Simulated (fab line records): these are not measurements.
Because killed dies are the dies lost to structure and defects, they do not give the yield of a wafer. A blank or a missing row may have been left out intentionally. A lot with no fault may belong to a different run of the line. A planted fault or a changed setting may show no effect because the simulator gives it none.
Which tool was responsible? + flow n5_finfet + Sampling: 12 lots, 33 wafers, 3 of 1938 route steps

== WHAT THE GAUGES READ, wafer by wafer ==
N5_BEOL_M5_INSPECT_58: inspects for defects (darkfield). Usual: raw_defect_count at 69, with a standard deviation of 24.
| lot  | measured     | on                | raw_defect_count | flag |
|------|--------------|-------------------|------------------|------|
| L562 | day 8 08:33  | defect_inspect-02 | 69 37 81         |      |
| L564 | day 8 17:48  | defect_inspect-01 | 85 74            |      |
| L565 | day 9 01:39  | defect_inspect-02 | 47 49            |      |
| L566 | day 9 04:10  | defect_inspect-01 | 79 118 120       |      |
| L568 | day 9 21:47  | defect_inspect-02 | 66 68 70         |      |
| L569 | day 10 01:36 | defect_inspect-02 | 43 32 49         |      |
| L572 | day 10 23:17 | defect_inspect-02 | 63 96            |      |
| L573 | day 11 02:40 | defect_inspect-02 | 74 83 80         |      |
| L575 | day 11 20:04 | defect_inspect-02 | 94 69 80         |      |
| L582 | day 13 14:34 | defect_inspect-01 | 96 66 90         |      |
| L581 | day 13 15:06 | defect_inspect-01 | 96 47 48         |      |
| L584 | day 14 07:50 | defect_inspect-02 | 34 29 57         |      |

N5_BEOL_M6_OVL_MEAS_12. Usual: for M6_OVL the level is 0.0 nm and the standard deviation is 0.69.
| lot  | measured     | on         | M6_OVL (nm)    | flag |
|------|--------------|------------|----------------|------|
| L562 | day 8 10:10  | overlay-01 | 0.1 -0.1 0.0   |      |
| L564 | day 8 19:36  | overlay-01 | -0.4 -1.2      |      |
| L565 | day 9 03:19  | overlay-01 | 0.4 0.0        |      |
| L566 | day 9 05:47  | overlay-01 | -1.4 -0.4 0.1  |      |
| L568 | day 9 23:46  | overlay-01 | -1.6 -0.8 -1.0 |      |
| L569 | day 10 04:31 | overlay-02 | 0.2 0.5 1.0    |      |
| L572 | day 11 01:19 | overlay-02 | 0.8 -0.2       |      |
| L573 | day 11 04:11 | overlay-01 | -0.2 0.1 0.6   |      |
| L575 | day 11 23:13 | overlay-01 | 1.5 0.3 2.0    |      |
| L582 | day 13 16:56 | overlay-01 | -0.1 -0.4 0.9  |      |
| L581 | day 13 17:07 | overlay-02 | 0.1 0.4 0.7    |      |
| L584 | day 14 10:06 | overlay-02 | -0.1 0.3 0.1   |      |

== TOOL THAT RAN EACH LOT (tool first, then ch and the chambers of the sampled wafers, then the start) ==
| lot  | N5_BEOL_M5_DEP_56               |
|------|---------------------------------|
| L562 | pecvd-01 ch 0,1,2, day 8 08:28  |
| L564 | pecvd-04 ch 0,1, day 8 17:42    |
| L565 | pecvd-04 ch 0,2, day 9 01:33    |
| L566 | pecvd-02 ch 0,1, day 9 04:04    |
| L568 | pecvd-02 ch 0,2, day 9 21:41    |
| L569 | pecvd-02 ch 1,2, day 10 01:31   |
| L572 | pecvd-04 ch 2, day 10 23:11     |
| L573 | pecvd-02 ch 0,2, day 11 02:34   |
| L575 | pecvd-04 ch 0,1,2, day 11 19:59 |
| L582 | pecvd-02 ch 0,1,2, day 13 14:28 |
| L581 | pecvd-01 ch 0,1,2, day 13 15:00 |
| L584 | pecvd-04 ch 0,1,2, day 14 07:44 |
- N5_BEOL_M5_DEP_56: deposits SiCN from 3MS/NH3, target thk 8 nm, time 14 s.

== AS READ BY THE TOOLS THEMSELVES (means over the sampled wafers that have a number; for cases with no such wafer, the mark the record gives instead) ==
N5_BEOL_M5_DEP_56. Usual: showerhead_plenum_p_Torr 3.674 Torr, standard deviation 0.015; throttle_valve_pct 8.9 %, standard deviation 0.57.
| lot  | tool     | showerhead_plenum_p_Torr (Torr) | throttle_valve_pct (%) | flag |
|------|----------|---------------------------------|------------------------|------|
| L562 | pecvd-01 | 3.666                           | 8.9                    |      |
| L564 | pecvd-04 | 3.688                           | 8.8                    |      |
| L565 | pecvd-04 | 3.674                           | 8.2                    |      |
| L566 | pecvd-02 | 3.680                           | 9.4                    |      |
| L568 | pecvd-02 | 3.662                           | 9.2                    |      |
| L569 | pecvd-02 | 3.674                           | 9.0                    |      |
| L572 | pecvd-04 | 3.670                           | 7.8                    |      |
| L573 | pecvd-02 | 3.669                           | 9.1                    |      |
| L575 | pecvd-04 | 3.679                           | 8.6                    |      |
| L582 | pecvd-02 | 3.666                           | 9.4                    |      |
| L581 | pecvd-01 | 3.667                           | 8.7                    |      |
| L584 | pecvd-04 | 3.682                           | 8.7                    |      |

== THE ANSWER, worked out from the rows above alone ==
Rule: take the mean of a lot's wafers that have a number; if it is more than 3 standard deviations from the usual mean, the lot is off. Also off: a lot with no number at a reading for which 4 or more lots have one. The other lots that the step has rows for count as sound. Order of review: gauges by route order, followed by the tools' own readings, for which a lot's mean as printed above is used. At the first step where some lot is off, the reading lying furthest off is the one used; lots without a number count as furthest.
No lot is off at any reading shown: from this, nothing can be told.

== WHAT THE SIMULATOR PUT IN ==
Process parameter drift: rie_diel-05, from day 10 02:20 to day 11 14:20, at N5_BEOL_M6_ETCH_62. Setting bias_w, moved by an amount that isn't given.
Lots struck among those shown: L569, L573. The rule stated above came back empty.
